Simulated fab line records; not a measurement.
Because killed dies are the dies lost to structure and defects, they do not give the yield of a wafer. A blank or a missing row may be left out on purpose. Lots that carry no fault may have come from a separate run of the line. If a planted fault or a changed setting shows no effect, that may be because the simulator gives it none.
Struck lot and sound lot, side by side | flow nand harc | 14 steps out of a route of 1302
Sound: these wafers, L910.2, L910.3, L910.4. Struck: wafers L924.2, L924.3, L924.5. Last of all comes the cause.
Each step with rows lists, per side, the tool, then ch with its chambers, then its first start. Under that, the readings that differ: sound wafers | struck wafers | difference of the means | sigmas: that difference in standard deviations of wafers without a fault.
alike: same words and numbers on both sides, and readings whose means sit less than 2 such deviations apart. not compared: any withheld reading, any reading some wafer has no value for, any bound like >300 that may hide the same value, and any number with overlapping values for which the record gives no deviation.
The two part at a step that has a row with sigmas, a row that says differs or no value, or rows on one side only. Numbers that have no deviation but don't overlap get no sigmas and don't part them. A reading missing from all wafers of one side parts the sides only when that side holds two or more wafers.

NHARC_P_M2_DEP_33: deposits SiCN, target thk 30 nm.
  sound on pecvd-03 ch 1,2, day 7 10:39; struck on pecvd-02 ch 0,2, day 12 12:38
  alike: heater power outer w, heater power w, rf fwd power W
NHARC_P_BONDPAD_DEP_00: deposits SiCN, target thk 250 nm.
  sound on pecvd-02 ch 0,2, day 7 11:07; struck on pecvd-01 ch 0,2, day 12 13:03
  alike: heater power outer w, heater power w, rf fwd power W
NHARC_P_BONDPAD_CMP_32: polishes SiCN, target thk 200 nm.
  sound on cmp-03 ch 0,1,3, day 7 11:29; struck on cmp-02 ch 1,3, day 12 13:29
  alike: motor current A
NHARC_P_BONDPAD_THK_MEAS_33: measures by ellipsometry.
  struck on film metro-01, day 12 13:42; sound on film metro-01, day 7 11:44
  alike: thk nm
then, 8 steps without rows for these wafers: NHARC_P_BONDPAD_SRD_34; NHARC_P_BONDPAD_DEHYDRATE_01 (time 120 s); NHARC_P_BONDPAD_HMDS_02 (time 30 s); NHARC_P_BONDPAD_COAT_36 (time 65 s); NHARC_P_BONDPAD_COAT_03 (resist thk 600 nm); NHARC_P_BONDPAD_SOFTBAKE_04 (time 70 s); NHARC_P_BONDPAD_EBR_05; NHARC_P_BONDPAD_EXPOSE_06 (exposes mask P BPAD).
NHARC_P_BONDPAD_PEB_07: peb time 80 s.
  sound on litho track-07 ch 0, day 7 12:13; struck on litho track-02, day 12 14:04
  no value came back on the struck wafers for chill plate temp C (C), exhaust pa (Pa), heater power total W (W); on the sound wafers chill plate temp C (C) reads 23.10 23.07 23.16
then, 1 step without rows for these wafers: NHARC_P_BONDPAD_DEVELOP_08 (time 50 s).

## WHERE THEY PART
At NHARC_P_BONDPAD_PEB_07 and nowhere else, as far as this record goes.

WHY: what the simulator had put in
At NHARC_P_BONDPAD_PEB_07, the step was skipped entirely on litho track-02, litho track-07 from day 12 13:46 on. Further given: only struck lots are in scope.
